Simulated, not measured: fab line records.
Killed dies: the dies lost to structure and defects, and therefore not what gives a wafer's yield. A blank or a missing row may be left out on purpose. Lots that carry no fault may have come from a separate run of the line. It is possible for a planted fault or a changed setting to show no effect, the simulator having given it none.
Matching of chambers + flow n5 finfet + pecvd-03 running N5_FIN_SAQP_PECVD_48: 3 sister chambers
The step deposits SiNx from SiH4/NH3/N2, target thk 25 nm, time 22.1 s. 14 wafers are shown with their chamber, then 7 later ones without.

WAFERS, EACH WITH ITS CHAMBER
| wafer  | chamber | throttle valve pct (%) | showerhead plenum p Torr (Torr) | heater power w (W) |
|--------|---------|------------------------|---------------------------------|--------------------|
| L074.4 | 2       | 44.3                   | 5.19                            | 789                |
| L074.5 | 0       | 38.9                   | 5.16                            | 848                |
| L074.6 | 1       | 46.1                   | 5.14                            | 834                |
| L075.2 | 2       | 44.2                   | 5.19                            | 691                |
| L075.3 | 0       | 38.7                   | 5.14                            | 884                |
| L075.5 | 2       | 44.3                   | 5.19                            | 696                |
| L078.1 | 2       | 44.5                   | 5.19                            | 779                |
| L078.3 | 0       | 38.9                   | 5.16                            | 840                |
| L078.6 | 2       | 44.4                   | 5.19                            | 760                |
| L079.1 | 0       | 38.8                   | 5.15                            | 866                |
| L079.2 | 1       | 45.9                   | 5.12                            | 722                |
| L079.5 | 0       | 39.2                   | 5.16                            | 878                |
| L081.3 | 1       | 46.1                   | 5.14                            | 772                |
| L081.5 | 2       | 44.1                   | 5.18                            | 699                |

SIGNATURES (averages over the wafers above)
| reading                  | chamber 0 | chamber 1 | chamber 2 | scatter within a chamber |
|--------------------------|-----------|-----------|-----------|--------------------------|
| throttle valve pct       | 38.900    | 46.033    | 44.300    | 0.156                    |
| showerhead plenum p Torr | 5.1540    | 5.1333    | 5.1883    | 0.0078                   |
| heater power w           | 863.20    | 776.00    | 735.67    | 40.4                     |
Rule: for a wafer and a chamber, the distance is found by dividing, reading by reading, the gap between the wafer's reading and the chamber's mean by the reading's scatter, squaring, summing and taking the root. If the next closest chamber is less than 2 further off than the closest, the wafer can't be placed; otherwise it belongs to the closest. The scatter: take each reading less its chamber's mean, square it, sum over the shown wafers, divide by the number of wafers less the number of chambers, and take the root.

WAFERS WITHOUT THEIR CHAMBER
| wafer  | throttle valve pct (%) | showerhead plenum p Torr (Torr) | heater power w (W) |
|--------|------------------------|---------------------------------|--------------------|
| L081.6 | 46.1                   | 5.13                            | 747                |
| L083.3 | 46.2                   | 5.14                            | 847                |
| L083.4 | 44.1                   | 5.18                            | 767                |
| L083.5 | 45.8                   | 5.16                            | 871                |
| L095.1 | 44.2                   | 5.18                            | 717                |
| L095.4 | 39.3                   | 5.15                            | 874                |
| L095.5 | 44.0                   | 5.21                            | 694                |

CHAMBER TAKEN BY EACH
| wafer  | from the rows above | in truth |
|--------|---------------------|----------|
| L081.6 | 1                   | 1        |
| L083.3 | 1                   | 1        |
| L083.4 | 2                   | 2        |
| L083.5 | 1                   | 1        |
| L095.1 | 2                   | 2        |
| L095.4 | 0                   | 0        |
| L095.5 | 2                   | 2        |
7 of 7 placed correctly. Number that these rows cannot place: 0. Placed wrongly: 0.
